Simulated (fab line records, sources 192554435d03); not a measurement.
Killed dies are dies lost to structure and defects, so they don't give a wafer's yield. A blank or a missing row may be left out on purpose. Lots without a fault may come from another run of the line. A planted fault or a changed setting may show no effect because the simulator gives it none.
A struck lot beside a sound one | flow n5_finfet | 20 steps out of a route of 1938
Sound: wafers L884.1, L884.5, L884.6. Struck: wafers L875.3, L875.4, L875.6. The cause comes at the end.
At each step with rows: each side's tool, then ch and its chambers, then its first start. Under that, the readings that differ: sound wafers | struck wafers | difference of the means | sigmas: that difference in standard deviations of wafers without a fault.
alike: readings whose means differ by less than 2 such deviations, and words and numbers that are the same on both sides. not compared: withheld readings, readings that some wafer has no value for, bounds like >300 that may hide the same value, and numbers for which the record gives no deviation and whose values overlap.
The two part at a step that has a row with sigmas, a row that says differs or no value, or rows on one side only. Numbers that don't overlap but have no deviation are shown without sigmas and don't part them. A reading that every wafer of one side lacks parts them only if that side has two wafers or more.

first, 3 steps without rows for these wafers: N5_MOL_CONTACT_COAG_EXPOSE_05 (exposes mask CA, defocus 0 nm); N5_MOL_CONTACT_COAG_PEB_06 (peb time 60 s); N5_MOL_CONTACT_COAG_DEVELOP_07 (develop time 30 s).
N5_MOL_CONTACT_COAG_CD_MEAS_08: target cd 28 nm.
  sound on cd_sem-02 ch 0, day 7 14:44; struck on cd_sem-02 ch 0, day 5 11:41
  alike: cd_nm
N5_MOL_CONTACT_COAG_OVL_MEAS_09:
  sound on overlay-01 ch 0, day 7 14:46; struck on overlay-01 ch 0, day 5 11:43
  alike: CA_OVL
N5_MOL_CONTACT_COAG_INSPECT_10: inspects for defects (brightfield).
  sound on defect_inspect-02, day 7 14:49; struck on defect_inspect-02, day 5 11:46
  alike: raw_defect_count
N5_MOL_CONTACT_COAG_DESCUM_13: chemistry O2, time 7 s.
  sound on rie_diel-02 ch 0,1,3, day 7 14:51; struck on rie_diel-02 ch 0,1, day 5 12:01
  alike: drypump_motor_current_A, oes_product_au, rf_vpp_V, showerhead_plenum_p_Torr, throttle_valve_pct
  not compared: rf_hours_counter_h
N5_MOL_CONTACT_COAG_ETCH_59: etches underlayer in N2/H2, target depth 13 nm, time 10.4 s.
  sound on rie_diel-02 ch 0,1,3, day 7 14:53; struck on rie_diel-02 ch 0,1, day 5 12:02
  alike: bias_w, chamber_pressure_mTorr, drypump_motor_current_A, etch_rf_on_time_s, n2_flow_sccm, oes_product_au, rf_vpp_V, showerhead_plenum_p_Torr, throttle_valve_pct
  not compared: rf_hours_counter_h
N5_MOL_CONTACT_COAG_ETCH_105: etches SiARC in CF4, target depth 15.6 nm, time 26 s.
  sound on rie_diel-02 ch 0,1,3, day 7 14:55; struck on rie_diel-02 ch 0,1, day 5 12:04
  alike: bias_w, cf4_flow_sccm, drypump_motor_current_A, etch_rf_on_time_s, oes_product_au, rf_vpp_V, showerhead_plenum_p_Torr, throttle_valve_pct
  not compared: rf_hours_counter_h
N5_MOL_CONTACT_COAG_ETCH_106: etches SOC in N2/H2, target depth 80 nm, overetch 16 nm, time 120 s.
  sound on rie_diel-02 ch 0,1,3, day 7 14:56; struck on rie_diel-02 ch 0,1, day 5 12:05
  alike: bias_w, chamber_pressure_mTorr, drypump_motor_current_A, n2_flow_sccm, oes_product_au, rf_vpp_V, showerhead_plenum_p_Torr, throttle_valve_pct
  not compared: rf_hours_counter_h
then, 2 steps without rows for these wafers: N5_MOL_CONTACT_COAG_STRIP_107 (strips in N2/H2); N5_MOL_CONTACT_COAG_STRIP_108 (strips in N2/H2).
N5_MOL_CONTACT_COAG_CONTACT_ETCH_14: etches SiO2 in C4F6/O2, target depth 27.5 nm, overetch 8.5 nm, time 20 s.
  sound on rie_diel-02 ch 0,1,3, day 7 15:02; struck on rie_diel-02 ch 0,1, day 5 12:11
  no value came back on the struck wafers for any of 9 readings (C4F6_flow_sccm (sccm), O2_flow_sccm (sccm) and others); on the sound wafers C4F6_flow_sccm (sccm) reads 16.03 16.03 15.96
  reading                                              | sound          | struck         | difference | sigmas
  model.SiARC_of_MOL_CONTACT_COAG_COAT_104.thk_nm (nm) | 0 0 0          | 6.4 6.2 6.4    | +6.3       |
  model.SOC_of_MOL_CONTACT_COAG_COAT_103.thk_nm (nm)   | 78.6 78.8 78.6 | 79.8 79.8 79.8 | +1.1       |
  not compared: rf_hours_counter_h
then, 1 step without rows for these wafers: N5_MOL_CONTACT_COAG_STRIP_109 (strips in C4F6/O2).
N5_MOL_CONTACT_COAG_ETCH_15: etches SiNx in CH3F/O2, stops on Si:P, target depth 7 nm.
  sound on rie_diel-02 ch 0,1,3, day 7 15:04; struck on rie_diel-02 ch 0,1, day 5 12:13
  reading               | sound             | struck            | difference | sigmas
  CH3F_flow_sccm (sccm) | 29.81 30.01 29.96 | 30.13 30.05 30.21 | +0.20      | +2
  oes_product_au (a.u.) | 0.63 0.53 0.55    | 0.34 0.29 0.34    | -0.25      | -4
  alike: O2_flow_sccm, bias_w, drypump_motor_current_A, oes_f_703_au, rf_vpp_V, showerhead_plenum_p_Torr, throttle_valve_pct
  not compared: rf_hours_counter_h
N5_MOL_CONTACT_COAG_ETCH_110: etches Si in CF4/O2, target depth 2.5 nm, time 8 s.
  sound on rie_diel-02 ch 0,1,3, day 7 15:08; struck on rie_diel-02 ch 0,1, day 5 12:17
  reading                                            | sound        | struck     | difference | sigmas
  model.SOC_of_MOL_CONTACT_COAG_COAT_103.thk_nm (nm) | 73.6 74 73.6 | 75 75 74.8 | +1         |
  alike: O2_flow_sccm, bias_w, drypump_motor_current_A, oes_f_703_au, oes_product_au, rf_vpp_V, showerhead_plenum_p_Torr, throttle_valve_pct
  not compared: rf_hours_counter_h
N5_MOL_CONTACT_COAG_STRIP_98: strips in N2/H2.
  sound on rie_diel-02 ch 0,1,3, day 7 15:11; struck on rie_diel-02 ch 0,1, day 5 12:20
  alike: drypump_motor_current_A, n2_flow_sccm, oes_product_au, rf_vpp_V, showerhead_plenum_p_Torr, throttle_valve_pct
  not compared: rf_hours_counter_h
N5_MOL_CONTACT_COAG_CD_MEAS_99: target cd 17.2 nm.
  sound on cd_sem-03, day 7 15:15; struck on cd_sem-03, day 5 12:25
  reading    | sound          | struck | difference                    | sigmas
  cd_nm (nm) | 17.1 16.6 17.0 | - - -  | no value on the struck wafers |
then, 1 step without rows for these wafers: N5_MOL_CONTACT_COAG_IMPLANT_129.
N5_BEOL_M4_RC_MEAS_101:
  the record has rows for the sound wafers here (prober-01 ch 0, day 10 11:02) and none for the struck ones

WHERE THEY PART
First at N5_MOL_CONTACT_COAG_CONTACT_ETCH_14; last, within this record, at N5_BEOL_M4_RC_MEAS_101.

WHY: what the simulator had put in
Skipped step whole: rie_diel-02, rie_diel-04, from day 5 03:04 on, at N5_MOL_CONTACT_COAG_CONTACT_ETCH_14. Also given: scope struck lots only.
